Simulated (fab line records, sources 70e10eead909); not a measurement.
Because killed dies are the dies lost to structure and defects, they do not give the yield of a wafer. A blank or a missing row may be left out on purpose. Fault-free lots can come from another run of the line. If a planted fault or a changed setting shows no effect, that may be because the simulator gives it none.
fab line records    flow nand-harc
record lots=24  wafers=72  last-day=24
route steps=1159 shown P_M0@266 P_M1@297 A_SOURCE_PLATE@416 A_CHANNEL_HOLE_D1@478
lots that met no fault: taken from a fault-free run of the same line
start-h: hours from the record's first day to the start of the lot's first wafer shown    wait-h: time in hours since the lot's previous step    " the same as in the row above    L1.1+2: several wafers, shown together as one row    - value missing, or start not given    * or withheld: withheld    < > ~ a bound
route shown NAME@n: names a module that has steps shown in the file, with the first one's number in the route    usual: mean and standard deviation over wafers with no fault    same: alike in all rows    chamber/n: place in a boat    sites: per-site readings    _std_site: standard deviation of those values    _edge_site: the outer-site mean with the inner-site mean subtracted    radius-mm: for every site, how far away it sits from the centre of the wafer    mask NAME#n: copy n    behind: tool/chamber where the wafer was last shaped    hold: the reason the lot was held/the length of the hold in hours/how it ended    device: the n, p or np transistor that did not switch    end of line: the same wafers' tests at the end of the route    for a step that has no rows: nothing shown but its recipe    killed: count of dies lost to structure and defects at first sort (not the wafer's yield)    map: shows each die of a wafer: x if killed, . if not, _ if none is there
set.NAME: the setting the step ran with; set.NAME@STEP: the setting that earlier step ran with    model.NAME: the simulator's own value behind a step, which no gauge read
steps of the route over a sample of lots; a table a step, a row a wafer
services: when a tool's chamber went out of use (start-h, in hours from the record's first day, below 0 if earlier), for how many hours, and the reason
## steps
# step NHARC_P_M0_DESCUM_14
# recipe time-s=3  o2-flow-sccm=200  ar-flow-sccm=0  bias-power-w=0  chemistry=O2
# usual drypump-motor-current-A=5.6/0.41  oes-product-au=1.000/0.008  rf-vpp-V=57.7/0.82  showerhead-plenum-p-Torr=1.91/0.079  throttle-valve-pct=11.310/0.0094
lot.wafer  tool         chamber  start-h  wait-h  drypump-motor-current-A  oes-product-au  rf-hours-counter-h  rf-vpp-V  showerhead-plenum-p-Torr  throttle-valve-pct
L074.4     rie-diel-03  1        118.92   0.1     5.3                      1.006           7                   56.3      1.81                      11.322
L074.1     "            2        "        "       6.2                      1.001           7                   56.5      1.78                      11.308
L074.6     "            1        "        "       5.4                      1.011           -                   57.8      1.81                      11.296
L075.4     rie-diel-10  1        131.64   0.1     5.7                      0.989           7                   58.5      1.94                      11.302
L075.6     "            1        "        "       5.7                      0.993           -                   58.2      1.94                      11.316
L075.5     "            2        "        "       5.2                      0.992           -                   57.5      1.99                      11.303
L076.3     rie-diel-05  1        131.90   0.1     5.1                      1.002           9                   57.5      1.80                      11.310
L076.1     "            3        "        "       6.1                      1.007           9                   59.4      1.93                      11.322
L076.6     "            2        "        "       6.6                      0.998           -                   57.7      2.00                      11.326
L077.1     rie-diel-03  3        134.01   0.1     5.9                      1.008           9                   57.9      1.87                      11.306
L077.3     "            1        "        "       5.4                      1.010           8                   57.6      1.81                      11.305
L077.6     "            2        "        "       6.1                      1.007           -                   58.0      1.78                      11.300
L079.4     rie-diel-10  0        148.71   0.1     5.3                      0.999           8                   58.1      1.93                      11.307
L079.2     "            1        "        "       5.7                      0.989           8                   57.5      1.94                      11.298
L079.6     "            0        "        "       5.3                      0.998           -                   57.0      1.93                      11.335
L078.2     rie-diel-10  0        149.24   0.1     5.3                      1.006           8                   57.6      1.93                      11.304
L078.4     "            2        "        "       5.2                      1.001           8                   59.3      1.99                      11.318
L078.6     "            0        "        "       5.3                      1.006           -                   57.8      1.93                      11.316
L080.1     rie-diel-03  0        149.74   0.1     5.8                      1.003           9                   58.7      1.85                      11.319
L080.6     "            2        "        "       6.2                      1.000           -                   56.3      1.78                      11.302
L080.5     "            3        "        "       5.9                      1.015           -                   56.4      1.87                      11.317
L081.4     rie-diel-10  2        156.76   0.1     5.2                      0.996           9                   58.4      1.99                      11.295
L081.1     "            3        "        "       5.6                      0.986           8                   58.1      2.02                      11.303
L081.6     "            2        "        "       5.2                      0.987           -                   57.0      1.99                      11.319
L083.3     rie-diel-03  3        167.37   0.1     5.9                      1.001           12                  57.3      1.87                      11.316
L083.4     "            2        "        "       6.1                      1.015           11                  56.4      1.78                      11.307
L083.5     "            3        "        "       5.9                      1.011           -                   57.6      1.87                      11.298
L082.4     rie-diel-10  0        169.80   0.1     5.3                      1.004           11                  57.1      1.93                      11.306
L082.2     "            1        "        "       5.7                      1.002           10                  57.3      1.94                      11.324
L082.6     "            2        "        "       5.2                      1.001           -                   57.3      1.99                      11.298
L085.1     rie-diel-05  2        180.41   0.1     6.6                      1.004           1                   58.4      2.00                      11.319
L085.5     "            3        "        "       6.1                      0.993           -                   56.8      1.92                      11.305
L085.6     "            0        "        "       4.9                      0.988           -                   56.0      1.82                      11.308
L084.4     rie-diel-03  3        181.26   0.1     5.9                      1.014           12                  56.2      1.87                      11.311
L084.2     "            1        "        "       5.4                      1.011           11                  57.9      1.81                      11.307
L084.5     "            3        "        "       5.9                      1.011           -                   56.6      1.87                      11.318
L086.2     rie-diel-05  3        193.84   0.1     6.1                      0.996           1                   58.0      1.92                      11.315
L086.4     "            1        "        "       5.1                      1.005           2                   57.4      1.80                      11.300
L086.1     "            2        "        "       6.5                      1.011           2                   57.7      2.00                      11.296
L088.1     rie-diel-05  1        194.25   0.1     5.1                      1.003           2                   56.7      1.80                      11.310
L088.4     "            3        "        "       6.1                      1.009           2                   58.9      1.92                      11.309
L088.5     "            0        "        "       4.9                      0.992           -                   58.0      1.82                      11.302
L087.2     rie-diel-10  1        195.08   0.1     5.6                      0.997           1                   57.4      1.94                      11.313
L087.3     "            3        "        "       5.7                      1.004           1                   58.2      2.02                      11.320
L087.6     "            1        "        "       5.6                      0.995           -                   57.4      1.94                      11.294
L089.2     rie-diel-10  1        210.45   0.1     5.7                      0.991           2                   56.9      1.94                      11.298
L089.4     "            3        "        "       5.7                      1.002           2                   58.1      2.02                      11.306
L089.5     "            0        "        "       5.3                      0.991           -                   58.9      1.93                      11.298
L090.1     rie-diel-10  3        210.91   0.1     5.7                      1.006           2                   57.1      2.02                      11.303
L090.4     "            2        "        "       5.2                      0.993           2                   59.1      1.99                      11.309
L090.6     "            0        "        "       5.3                      1.002           -                   57.7      1.93                      11.308
L092.1     rie-diel-10  3        219.89   0.1     5.7                      1.000           3                   58.1      2.02                      11.316
L092.4     "            0        "        "       5.3                      0.992           3                   58.7      1.93                      11.309
L092.6     "            3        "        "       5.7                      1.007           -                   57.9      2.02                      11.321
L091.1     rie-diel-10  1        221.00   0.1     5.7                      0.987           2                   58.3      1.94                      11.313
L091.3     "            2        "        "       5.2                      0.997           2                   58.2      1.99                      11.296
L091.6     "            3        "        "       5.6                      1.006           -                   57.7      2.02                      11.308
L093.3     rie-diel-10  1        224.77   0.1     5.7                      1.008           3                   56.6      1.94                      11.317
L093.2     "            2        "        "       5.2                      0.999           3                   59.3      1.99                      11.316
L093.6     "            2        "        "       5.2                      1.005           -                   58.1      1.99                      11.308
L094.3     rie-diel-05  3        236.69   0.1     6.1                      0.998           3                   57.6      1.92                      11.291
L094.6     "            1        "        "       5.1                      1.001           -                   58.6      1.80                      11.292
L094.5     "            2        "        "       6.5                      0.997           -                   57.2      2.00                      11.293
L095.2     rie-diel-03  1        241.44   0.1     5.4                      0.988           1                   57.3      1.81                      11.310
L095.3     "            3        "        "       5.9                      1.006           1                   57.6      1.87                      11.320
L095.5     "            1        "        "       5.4                      0.996           -                   55.9      1.81                      11.308
L097.4     rie-diel-10  0        246.30   0.1     5.3                      0.985           5                   59.4      1.93                      11.328
L097.1     "            2        "        "       5.2                      0.986           5                   57.2      1.99                      11.312
L097.6     "            1        "        "       5.7                      0.995           -                   57.9      1.94                      11.307
L096.1     rie-diel-03  1        247.45   0.1     5.4                      0.993           2                   57.9      1.81                      11.317
L096.4     "            3        "        "       5.9                      0.987           1                   57.6      1.87                      11.307
L096.2     "            0        "        "       5.7                      0.992           2                   58.0      1.84                      11.308
# step NHARC_P_M1_INSPECT_11
# usual raw-defect-count=3.5/1.9
lot.wafer  tool               chamber  start-h  wait-h  raw-defect-count
L074.1     defect-inspect-01  -        122.89   0.0     4
L074.4     "                  -        "        "       3
L074.6     "                  -        "        "       1
L075.4     defect-inspect-01  -        135.97   0.0     3
L075.5     "                  -        "        "       8
L075.6     "                  -        "        "       4
L076.1     defect-inspect-01  -        136.41   0.0     4
L076.3     "                  -        "        "       3
L076.6     "                  -        "        "       7
L077.1     defect-inspect-01  -        138.07   0.0     2
L077.3     "                  -        "        "       5
L077.6     "                  -        "        "       1
L079.2     defect-inspect-02  -        152.72   0.0     5
L079.4     "                  -        "        "       5
L079.6     "                  -        "        "       2
L078.2     defect-inspect-01  -        153.60   0.0     5
L078.4     "                  -        "        "       4
L078.6     "                  -        "        "       4
L080.1     defect-inspect-02  -        153.79   0.0     2
L080.5     "                  -        "        "       3
L080.6     "                  -        "        "       4
L081.1     defect-inspect-02  -        160.92   0.0     4
L081.4     "                  -        "        "       3
L081.6     "                  -        "        "       2
L083.3     defect-inspect-01  -        171.26   0.0     4
L083.4     "                  -        "        "       2
L083.5     "                  -        "        "       1
L082.2     defect-inspect-01  -        173.99   0.0     3
L082.4     "                  -        "        "       5
L082.6     "                  -        "        "       6
L085.1     defect-inspect-01  -        185.11   0.0     3
L085.5     "                  -        "        "       2
L085.6     "                  -        "        "       5
L084.2     defect-inspect-02  -        185.28   0.0     2
L084.4     "                  -        "        "       3
L084.5     "                  -        "        "       3
L086.1     defect-inspect-02  -        197.89   0.0     6
L086.2     "                  -        "        "       9
L086.4     "                  -        "        "       7
L088.1     defect-inspect-02  -        198.24   0.0     1
L088.4     "                  -        "        "       4
L088.5     "                  -        "        "       4
L087.2     defect-inspect-01  -        199.07   0.0     5
L087.3     "                  -        "        "       6
L087.6     "                  -        "        "       4
L089.2     defect-inspect-02  -        214.47   0.0     10
L089.4     "                  -        "        "       5
L089.5     "                  -        "        "       3
L090.1     defect-inspect-01  -        215.01   0.0     5
L090.4     "                  -        "        "       2
L090.6     "                  -        "        "       2
L092.1     defect-inspect-01  -        224.23   0.0     5
L092.4     "                  -        "        "       3
L092.6     "                  -        "        "       4
L091.1     defect-inspect-02  -        225.03   0.1     3
L091.3     "                  -        "        "       4
L091.6     "                  -        "        "       3
L093.2     defect-inspect-02  -        228.80   0.0     3
L093.3     "                  -        "        "       2
L093.6     "                  -        "        "       2
L094.3     defect-inspect-02  -        240.85   0.0     4
L094.5     "                  -        "        "       5
L094.6     "                  -        "        "       5
L095.2     defect-inspect-02  -        245.33   0.0     3
L095.3     "                  -        "        "       3
L095.5     "                  -        "        "       4
L097.1     defect-inspect-01  -        250.22   0.0     2
L097.4     "                  -        "        "       1
L097.6     "                  -        "        "       4
L096.1     defect-inspect-01  -        251.33   0.0     1
L096.2     "                  -        "        "       1
L096.4     "                  -        "        "       2
# step NHARC_P_M1_PVD_21
# recipe target-thk-a=300  chamber-pressure-pa=5  power-w=5000  substrate-temp-c=30  time-s=20.49  material=Cu
# usual throttle-valve-pct=30.4/1.3
lot.wafer  tool            chamber  start-h  wait-h  throttle-valve-pct
L074.1     pvd-sputter-01  -        -        -       29.8
L074.4     "               -        "        "       30.2
L074.6     "               -        "        "       29.9
L075.4     pvd-sputter-02  -        -        -       29.9
L075.5     "               -        "        "       29.7
L075.6     "               -        "        "       27.6
L076.1     pvd-sputter-03  -        -        -       32.7
L076.3     "               -        "        "       31.3
L076.6     "               -        "        "       30.5
L077.3     pvd-sputter-01  -        -        -       31.1
L077.1     "               -        "        "       29.9
L077.6     "               -        "        "       31.6
L079.4     pvd-sputter-03  -        -        -       30.5
L079.2     "               -        "        "       31.6
L079.6     "               -        "        "       30.2
L078.2     pvd-sputter-01  -        -        -       31.3
L078.4     "               -        "        "       30.0
L078.6     "               -        "        "       30.4
L080.1     pvd-sputter-02  -        -        -       30.6
L080.5     "               -        "        "       30.5
L080.6     "               -        "        "       30.2
L081.4     pvd-sputter-03  -        -        -       32.6
L081.1     "               -        "        "       30.4
L081.6     "               -        "        "       30.9
L083.3     pvd-sputter-01  -        -        -       31.2
L083.4     "               -        "        "       31.1
L083.5     "               -        "        "       31.2
L082.4     pvd-sputter-01  -        -        -       28.0
L082.2     "               -        "        "       31.2
L082.6     "               -        "        "       30.7
L085.1     pvd-sputter-03  -        -        -       31.4
L085.5     "               -        "        "       30.4
L085.6     "               -        "        "       30.7
L084.2     pvd-sputter-01  -        -        -       28.3
L084.4     "               -        "        "       31.2
L084.5     "               -        "        "       30.8
L086.2     pvd-sputter-03  -        -        -       31.5
L086.1     "               -        "        "       30.4
L086.4     "               -        "        "       30.8
L088.4     pvd-sputter-02  -        -        -       30.0
L088.1     "               -        "        "       29.8
L088.5     "               -        "        "       29.9
L087.2     pvd-sputter-01  -        -        -       31.3
L087.3     "               -        "        "       29.7
L087.6     "               -        "        "       31.1
L089.2     pvd-sputter-03  -        -        -       31.6
L089.4     "               -        "        "       32.4
L089.5     "               -        "        "       32.4
L090.1     pvd-sputter-03  -        -        -       31.6
L090.4     "               -        "        "       30.3
L090.6     "               -        "        "       32.6
L092.1     pvd-sputter-02  -        -        -       30.3
L092.4     "               -        "        "       30.6
L092.6     "               -        "        "       30.6
L091.1     pvd-sputter-03  -        -        -       30.9
L091.3     "               -        "        "       32.5
L091.6     "               -        "        "       30.5
L093.3     pvd-sputter-01  -        -        -       30.5
L093.2     "               -        "        "       28.2
L093.6     "               -        "        "       30.9
L094.3     pvd-sputter-02  -        -        -       30.3
L094.5     "               -        "        "       30.1
L094.6     "               -        "        "       30.4
L095.2     pvd-sputter-02  -        -        -       30.6
L095.3     "               -        "        "       30.5
L095.5     "               -        "        "       30.3
L097.1     pvd-sputter-01  -        -        -       31.4
L097.4     "               -        "        "       29.4
L097.6     "               -        "        "       31.4
L096.1     pvd-sputter-03  -        -        -       30.3
L096.4     "               -        "        "       30.7
L096.2     "               -        "        "       31.6
# step NHARC_A_SOURCE_PLATE_THK_MEAS_09
# recipe thk-meas-gauge=ellipsometry
# usual thk-nm=9.8/0.89
lot.wafer  tool           chamber  start-h  wait-h  thk-nm
L074.1     film-metro-01  -        144.59   0.4     11.1
L074.4     "              -        "        "       10.4
L074.6     "              -        "        "       11.5
L076.1     film-metro-02  -        157.84   0.4     10.3
L076.3     "              -        "        "       9.7
L076.6     "              -        "        "       9.5
L075.4     film-metro-01  -        157.85   0.4     9.7
L075.5     "              -        "        "       11.6
L075.6     "              -        "        "       9.5
L077.1     film-metro-01  -        157.86   0.4     9.0
L077.3     "              -        "        "       9.0
L077.6     "              -        "        "       8.9
L080.1     film-metro-02  -        174.98   0.4     9.8
L080.5     "              -        "        "       9.8
L080.6     "              -        "        "       10.4
L079.2     film-metro-01  -        174.98   0.4     9.9
L079.4     "              -        "        "       9.8
L079.6     "              -        "        "       9.7
L078.2     film-metro-01  -        174.98   0.4     10.3
L078.4     "              -        "        "       10.9
L078.6     "              -        "        "       9.8
L081.1     film-metro-01  -        182.99   0.4     9.9
L081.4     "              -        "        "       8.1
L081.6     "              -        "        "       9.9
L083.3     film-metro-02  -        193.34   0.4     9.2
L083.4     "              -        "        "       8.8
L083.5     "              -        "        "       8.8
L082.2     film-metro-01  -        193.34   0.4     8.9
L082.4     "              -        "        "       11.2
L082.6     "              -        "        "       9.8
L084.2     film-metro-02  -        208.93   0.4     9.6
L084.4     "              -        "        "       9.1
L084.5     "              -        "        "       9.4
L085.1     film-metro-02  -        208.93   0.4     8.8
L085.5     "              -        "        "       9.1
L085.6     "              -        "        "       10.2
L086.1     film-metro-01  -        219.67   0.4     8.5
L086.2     "              -        "        "       8.5
L086.4     "              -        "        "       9.9
L088.1     film-metro-02  -        219.67   0.4     9.3
L088.4     "              -        "        "       8.4
L088.5     "              -        "        "       9.4
L087.2     film-metro-01  -        219.67   0.4     7.9
L087.3     "              -        "        "       10.3
L087.6     "              -        "        "       9.3
L090.1     film-metro-02  -        236.43   0.4     10.5
L090.4     "              -        "        "       8.4
L090.6     "              -        "        "       11.0
L089.2     film-metro-01  -        236.43   0.4     11.4
L089.4     "              -        "        "       9.0
L089.5     "              -        "        "       8.9
L092.1     film-metro-01  -        247.23   0.4     10.2
L092.4     "              -        "        "       8.8
L092.6     "              -        "        "       11.6
L091.1     film-metro-02  -        247.23   0.4     10.2
L091.3     "              -        "        "       9.1
L091.6     "              -        "        "       9.5
L093.2     film-metro-01  -        254.63   0.4     10.0
L093.3     "              -        "        "       8.3
L093.6     "              -        "        "       9.9
L094.3     film-metro-02  -        264.07   0.4     9.9
L094.5     "              -        "        "       9.5
L094.6     "              -        "        "       9.0
L095.2     film-metro-02  -        267.82   0.4     9.5
L095.3     "              -        "        "       12.4
L095.5     "              -        "        "       9.1
L096.1     film-metro-02  -        272.27   0.4     9.5
L096.2     "              -        "        "       9.4
L096.4     "              -        "        "       10.8
L097.1     film-metro-01  -        272.27   0.4     9.6
L097.4     "              -        "        "       11.4
L097.6     "              -        "        "       10.3
# step NHARC_A_CHANNEL_HOLE_D1_ETCH_26
# recipe bias-v=300  source-w=2000  pressure-mtorr=30  time-s=224.1  ar-flow-sccm=375  c4f8-flow-sccm=11.4  o2-flow-sccm=113.6  temp-c=-20  target-depth-a=3000  chemistry=C4F8/O2/Ar
# usual drypump-motor-current-A=5.9/0.62  showerhead-plenum-p-Torr=3.68/0.11  throttle-valve-pct=24.585/0.0095
lot.wafer  tool         chamber  start-h  wait-h  drypump-motor-current-A  rf-hours-counter-h  showerhead-plenum-p-Torr  throttle-valve-pct
L074.1     har-etch-01  0        179.46   0.7     6.1                      190                 3.63                      24.584
L074.4     "            0        "        "       6.1                      -                   3.63                      24.587
L074.6     "            0        "        "       6.0                      -                   3.63                      24.591
L077.1     har-etch-02  1        193.76   0.7     5.5                      106                 3.88                      24.588
L077.3     "            0        "        "       6.8                      -                   3.59                      24.596
L077.6     "            0        "        "       6.7                      -                   3.59                      24.581
L075.4     har-etch-01  0        194.45   0.4     6.1                      -                   3.63                      24.574
L075.6     "            1        "        "       5.1                      -                   3.68                      24.579
L075.5     "            0        "        "       6.1                      -                   3.63                      24.583
L076.1     har-etch-02  1        197.92   0.7     5.5                      110                 3.87                      24.574
L076.3     "            1        "        "       5.5                      -                   3.88                      24.579
L076.6     "            0        "        "       6.7                      -                   3.59                      24.598
L079.2     har-etch-02  0        209.25   0.6     6.7                      116                 3.59                      24.579
L079.4     "            1        "        "       5.5                      -                   3.87                      24.574
L079.6     "            0        "        "       6.7                      -                   3.58                      24.592
L080.1     har-etch-01  1        209.41   0.7     5.1                      203                 3.67                      24.573
L080.5     "            1        "        "       5.1                      -                   3.67                      24.574
L080.6     "            0        "        "       6.1                      -                   3.63                      24.573
L078.2     har-etch-02  1        213.38   0.7     5.5                      120                 3.87                      24.578
L078.4     "            0        "        "       6.7                      -                   3.58                      24.587
L078.6     "            1        "        "       5.5                      -                   3.87                      24.569
L081.1     har-etch-01  0        217.72   0.6     6.1                      207                 3.62                      24.608
L081.4     "            0        "        "       6.1                      -                   3.62                      24.599
L081.6     "            0        "        "       6.1                      -                   3.62                      24.590
L082.2     har-etch-01  1        228.78   0.7     5.0                      210                 3.67                      24.576
L082.4     "            0        "        "       6.1                      -                   3.62                      24.603
L082.6     "            1        "        "       5.0                      -                   3.67                      24.574
L083.4     har-etch-02  0        229.16   0.5     6.7                      -                   3.58                      24.588
L083.3     "            1        "        "       5.5                      -                   3.87                      24.588
L083.5     "            0        "        "       6.7                      -                   3.58                      24.590
L084.2     har-etch-02  1        242.72   0.6     5.5                      131                 3.86                      24.587
L084.4     "            1        "        "       5.5                      -                   3.86                      24.579
L084.5     "            0        "        "       6.7                      -                   3.58                      24.600
L085.1     har-etch-01  1        243.91   0.7     5.1                      216                 3.66                      24.584
L085.6     "            1        "        "       5.1                      -                   3.66                      24.579
L085.5     "            0        "        "       6.1                      -                   3.62                      24.567
L086.1     har-etch-02  0        256.02   0.7     6.7                      139                 3.57                      24.574
L086.2     "            1        "        "       5.5                      139                 3.86                      24.579
L086.4     "            1        "        "       5.6                      -                   3.86                      24.585
L087.2     har-etch-01  0        256.29   0.6     6.1                      224                 3.61                      24.590
L087.3     "            0        "        "       6.1                      -                   3.61                      24.589
L087.6     "            0        "        "       6.1                      -                   3.61                      24.581
L088.1     har-etch-02  1        260.20   0.7     5.6                      143                 3.86                      24.582
L088.4     "            1        "        "       5.5                      -                   3.86                      24.583
L088.5     "            0        "        "       6.7                      -                   3.57                      24.581
L090.1     har-etch-01  0        271.64   0.6     6.1                      230                 3.61                      24.573
L090.4     "            0        "        "       6.1                      -                   3.61                      24.594
L090.6     "            0        "        "       6.1                      -                   3.61                      24.574
L089.2     har-etch-02  0        272.20   0.7     6.7                      148                 3.57                      24.591
L089.4     "            0        "        "       6.7                      -                   3.57                      24.587
L089.5     "            1        "        "       5.5                      -                   3.85                      24.599
L091.1     har-etch-01  1        281.55   0.6     5.1                      234                 3.65                      24.593
L091.3     "            0        "        "       6.1                      -                   3.61                      24.591
L091.6     "            1        "        "       5.1                      -                   3.65                      24.586
L092.1     har-etch-02  0        284.75   0.6     6.7                      154                 3.56                      24.597
L092.4     "            1        "        "       5.5                      -                   3.85                      24.583
L092.6     "            1        "        "       5.5                      -                   3.85                      24.591
L093.2     har-etch-02  1        293.06   0.7     5.6                      158                 3.85                      24.566
L093.3     "            1        "        "       5.6                      -                   3.85                      24.576
L093.6     "            1        "        "       5.5                      -                   3.85                      24.596
L094.3     har-etch-01  1        297.92   0.4     5.1                      -                   3.65                      24.580
L094.6     "            0        "        "       6.1                      -                   3.61                      24.574
L094.5     "            1        "        "       5.1                      -                   3.65                      24.584
L095.2     har-etch-02  1        305.13   0.7     5.5                      161                 3.84                      24.567
L095.3     "            0        "        "       6.7                      -                   3.56                      24.582
L095.5     "            0        "        "       6.7                      -                   3.56                      24.584
L097.1     har-etch-01  1        306.94   0.6     5.1                      244                 3.65                      24.579
L097.4     "            1        "        "       5.0                      -                   3.65                      24.608
L097.6     "            1        "        "       5.1                      -                   3.65                      24.590
L096.1     har-etch-02  1        309.26   0.7     5.5                      165                 3.84                      24.590
L096.2     "            0        "        "       6.7                      165                 3.56                      24.598
L096.4     "            1        "        "       5.5                      -                   3.84                      24.575
# step NHARC_A_CHANNEL_HOLE_D1_CD_MEAS_30
# usual cd-nm=90.3/0.84
lot.wafer  tool       chamber  start-h  wait-h  cd-nm
L074.1     cd-sem-03  -        181.20   -       92.1
L074.4     "          -        "        "       89.4
L074.6     "          -        "        "       90.1
L077.1     cd-sem-02  -        195.51   -       90.2
L077.3     "          -        "        "       90.8
L077.6     "          -        "        "       91.1
L075.4     cd-sem-03  -        196.26   -       91.2
L075.5     "          -        "        "       89.9
L075.6     "          -        "        "       90.6
L076.1     cd-sem-03  -        199.64   -       88.7
L076.3     "          -        "        "       90.4
L076.6     "          -        "        "       88.6
L079.2     cd-sem-02  -        210.97   -       88.7
L079.4     "          -        "        "       91.2
L079.6     "          -        "        "       90.9
L080.1     cd-sem-03  -        211.15   -       90.1
L080.5     "          -        "        "       90.7
L080.6     "          -        "        "       91.8
L078.2     cd-sem-02  -        215.14   -       90.8
L078.4     "          -        "        "       90.5
L078.6     "          -        "        "       91.0
L081.1     cd-sem-02  -        219.44   -       92.0
L081.4     "          -        "        "       91.1
L081.6     "          -        "        "       92.7
L082.2     cd-sem-02  -        230.52   -       92.1
L082.4     "          -        "        "       90.6
L082.6     "          -        "        "       89.9
L083.3     cd-sem-03  -        231.00   -       90.6
L083.4     "          -        "        "       90.6
L083.5     "          -        "        "       91.6
L084.2     cd-sem-02  -        244.45   -       91.8
L084.4     "          -        "        "       88.7
L084.5     "          -        "        "       90.4
L085.1     cd-sem-03  -        245.65   -       89.8
L085.5     "          -        "        "       88.8
L085.6     "          -        "        "       89.1
L086.1     cd-sem-03  -        257.78   -       89.9
L086.2     "          -        "        "       90.3
L086.4     "          -        "        "       89.8
L087.2     cd-sem-01  -        258.01   -       91.0
L087.3     "          -        "        "       89.1
L087.6     "          -        "        "       89.4
L088.1     cd-sem-02  -        261.95   -       89.5
L088.4     "          -        "        "       89.4
L088.5     "          -        "        "       90.2
L090.1     cd-sem-03  -        273.38   -       90.1
L090.4     "          -        "        "       90.3
L090.6     "          -        "        "       89.8
L089.2     cd-sem-01  -        274.01   -       90.0
L089.4     "          -        "        "       90.4
L089.5     "          -        "        "       91.6
L091.1     cd-sem-01  -        283.25   -       90.0
L091.3     "          -        "        "       92.0
L091.6     "          -        "        "       89.4
L092.1     cd-sem-02  -        286.59   -       90.8
L092.4     "          -        "        "       89.9
L092.6     "          -        "        "       90.3
L093.2     cd-sem-02  -        294.81   -       89.1
L093.3     "          -        "        "       89.7
L093.6     "          -        "        "       89.2
L094.3     cd-sem-01  -        299.60   -       89.5
L094.5     "          -        "        "       90.5
L094.6     "          -        "        "       90.5
L095.2     cd-sem-01  -        306.88   -       90.3
L095.3     "          -        "        "       90.0
L095.5     "          -        "        "       90.1
L097.1     cd-sem-01  -        308.80   -       90.8
L097.4     "          -        "        "       90.6
L097.6     "          -        "        "       89.6
L096.1     cd-sem-02  -        310.99   -       91.0
L096.2     "          -        "        "       91.4
L096.4     "          -        "        "       90.8
## services
tool            chamber  start-h  hours  kind
rie-diel-05     1        97.08    4.5    repair
rie-diel-10     3        101.29   5.3    repair
pvd-sputter-03  -        102.00   10.0   pm
rie-diel-10     0        106.50   -      clean
rie-diel-03     0        151.13   7.8    repair
pvd-sputter-02  -        156.62   3.6    repair
rie-diel-05     -        163.60   9.0    pm
rie-diel-10     -        176.50   9.0    pm
pvd-sputter-01  -        180.76   0.5    repair
rie-diel-05     -        192.38   0.9    repair
rie-diel-05     3        212.10   15.4   repair
pvd-sputter-02  -        214.00   10.0   pm
rie-diel-03     -        215.30   9.0    pm
rie-diel-05     0        218.55   2.4    repair
rie-diel-10     2        248.77   1.7    repair
rie-diel-10     0        251.81   1.4    repair
rie-diel-03     0        278.58   8.0    repair
rie-diel-03     -        279.81   0.6    repair
pvd-sputter-03  -        280.00   10.0   pm
rie-diel-10     1        292.97   12.8   repair
rie-diel-03     2        295.14   4.3    repair
rie-diel-10     3        305.36   5.0    repair
har-etch-01     -        307.29   17.0   pm
rie-diel-05     3        308.78   5.7    repair
## key
fault none
